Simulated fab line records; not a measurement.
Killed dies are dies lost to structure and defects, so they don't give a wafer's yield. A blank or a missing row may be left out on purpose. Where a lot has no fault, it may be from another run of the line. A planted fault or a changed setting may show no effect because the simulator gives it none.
A lot that was struck, set against a sound lot ; flow n5 finfet ; 41 out of 1938 route steps
Sound: wafers L357.1, L357.5, L357.6. Struck: wafer L355.2. (L355.4, L355.6 of the same lot were not struck and are left out.) The cause comes at the end.
Per side, at each step with rows, come the tool, then ch with its chambers, and then its first start. Under that, the readings that differ: sound wafers ; struck wafers ; difference of the means ; sigmas: that difference in standard deviations of wafers without a fault.
alike: same words and numbers on both sides, and readings whose means sit less than 2 such deviations apart. not compared: any withheld reading, any reading some wafer has no value for, any bound like >300 that may hide the same value, and any number with overlapping values for which the record gives no deviation.
A row with sigmas, a row that says differs or no value, or rows on one side alone: a step with any of these is where the two part. Non-overlapping numbers with no deviation appear without sigmas and do not part them. Lack of a reading on every wafer of one side parts them only where that side has two or more wafers.

first, 11 steps without rows for these wafers: N5_MOL_CONTACT_COAG_WET_ETCH_116 (etches the open film in SC1-inhibited, target depth 4.6 nm, rinse time 30 s); N5_MOL_CONTACT_COAG_ALD_27 (deposits SiOC, target thk 17 nm, pulse time 1.5 s, time 2720 s); N5_MOL_CONTACT_COAG_CMP_28 (polishes, stops on SiNx, t overpolish 0.85 s, target thk 14.522 nm); N5_MOL_CONTACT_COAG_ALD_123 (deposits SiNx, target thk 5 nm, pulse time 1 s, purge time 2 s); N5_MOL_CONTACT_COAG_PECVD_31 (deposits SiO2 from TEOS/O2, target thk 46 nm, time 8.9 s); N5_MOL_CONTACT_COAG_COAT_75 (time 60 s, resist thk 60 nm); N5_MOL_CONTACT_COAG_COAT_76 (time 60 s, resist thk 10 nm); N5_MOL_CONTACT_COAG_COAT_77 (time 60 s, resist thk 10 nm); N5_MOL_CONTACT_COAG_COAT_78 (resist thk 40 nm); N5_MOL_CONTACT_COAG_EBR_80; N5_MOL_CONTACT_COAG_SOFTBAKE_79 (time 60 s).
N5_MOL_CONTACT_COAG_EXPOSE_81: exposes mask VG, defocus 0 nm.
  sound on euv scanner-02 ch 0, day 9 22:58; struck on euv scanner-01 ch 0, day 9 13:25
  alike: mask
then, 2 steps without rows for these wafers: N5_MOL_CONTACT_COAG_PEB_82 (peb time 60 s); N5_MOL_CONTACT_COAG_DEVELOP_83 (develop time 30 s).
N5_MOL_CONTACT_COAG_CD_MEAS_84: the cd target is 25.1 nm.
  sound on cd sem-03 ch 0, day 9 23:06; struck on cd sem-02 ch 0, day 9 13:33
reading;sound;struck;difference;sigmas
cd nm (nm);25.27 25.00 25.01;9.65;-15.44;-64
then, 16 steps without rows for these wafers: N5_MOL_CONTACT_COAG_DESCUM_88 (chemistry O2, time 7 s); N5_MOL_CONTACT_COAG_ETCH_89 (etches underlayer in N2/H2, target depth 13 nm, time 10.4 s); N5_MOL_CONTACT_COAG_ETCH_90 (etches SiARC in CF4, target depth 13 nm, time 21.7 s); N5_MOL_CONTACT_COAG_ALD_131 (deposits SiO2, target thk 5 nm, pulse time 1 s, co reactant pulse time 1 s); N5_MOL_CONTACT_COAG_ETCHBACK_132 (etches SiO2 in CHF3, target depth 10 nm, time 6.7 s); N5_MOL_CONTACT_COAG_ETCH_91 (etches SOC in N2/H2, target depth 60 nm, overetch 21 nm, time 101.2 s); N5_MOL_CONTACT_COAG_STRIP_92 (strips in N2/H2); N5_MOL_CONTACT_COAG_STRIP_93 (strips in N2/H2); N5_MOL_CONTACT_COAG_ETCHBACK_135 (etches SiO2 in CHF3, target depth 25 nm, time 16.7 s); N5_MOL_CONTACT_COAG_STRIP_118 (strips in CHF3); N5_MOL_CONTACT_COAG_VIA_ETCH_46 (etches SiO2 in C4F6/O2, target depth 46 nm, overetch 9.2 nm, time 40 s); N5_MOL_CONTACT_COAG_STRIP_96 (strips in N2/H2); N5_MOL_CONTACT_COAG_ETCH_47 (etches SiNx in CH3F/O2, stops on W, target depth 27 nm); N5_MOL_CONTACT_COAG_STRIP_119 (strips in N2/H2, time 30 s); N5_MOL_CONTACT_COAG_PRECLEAN_144 (cleans in alkaline clean, time 60 s); N5_MOL_CONTACT_COAG_SRD_145 (time 30 s).
N5_MOL_CONTACT_COAG_CD_MEAS_137: the cd target is 16 nm.
  sound on cd sem-01, day 10 00:18; struck on cd sem-03, day 9 14:38
reading;sound;struck;difference;sigmas
cd nm (nm);16.3 15.7 16.3;0.3;-15.8;-44
then, 7 steps without rows for these wafers: N5_MOL_CONTACT_COAG_COAT_62 (time 60 s, resist thk 60 nm); N5_MOL_CONTACT_COAG_COAT_63 (time 60 s, resist thk 10 nm); N5_MOL_CONTACT_COAG_COAT_64 (time 60 s, resist thk 10 nm); N5_MOL_CONTACT_COAG_COAT_34 (resist thk 40 nm); N5_MOL_CONTACT_COAG_EBR_36; N5_MOL_CONTACT_COAG_SOFTBAKE_35 (time 60 s); N5_MOL_CONTACT_COAG_EXPOSE_37 (exposes mask VD, defocus 0 nm).
N5_BEOL_M4_RC_MEAS_101:
  the record has rows for the sound wafers here (prober-01 ch 0, day 13 04:05) and none for the struck ones
-- here the record skips 8 days between the struck wafers' starts before and after, leaving off in module BEOL_M4 and picking up in module PASSIVATION (first step shown: number 1936 of the route) --
N5_PASSIVATION_PROBE_49:
  sound on prober-01, day 17 14:52; struck on prober-01, day 17 08:01
reading;sound;struck;difference;sigmas
defect limited yield (%);91.4 90.8 92.7;0;-92;-65
killed at contacts;5 10 8;1108;+1100;+99 or more
killed dies;102 109 86;1180;+1081;+64
killed on rim;11 14 11;152;+140;+35
sort_bin_5_function (%);4.8 6.3 4.2;26.9;+21.8;+23
sort n pass;1078 1071 1094;0;-1081;-45
sort yield pct (%);91.4 90.8 92.7;0;-92;-46
  alike: killed_at_M0_to_M3, killed_at_M4_up, killed at front end, killed at other, killed open, killed short, sort_bin_6_memory, sort_bin_8_speed

WHERE THEY PART
At N5_MOL_CONTACT_COAG_CD_MEAS_84 first; at N5_PASSIVATION_PROBE_49 last (within this record only).

WHY: whatever the simulator had introduced
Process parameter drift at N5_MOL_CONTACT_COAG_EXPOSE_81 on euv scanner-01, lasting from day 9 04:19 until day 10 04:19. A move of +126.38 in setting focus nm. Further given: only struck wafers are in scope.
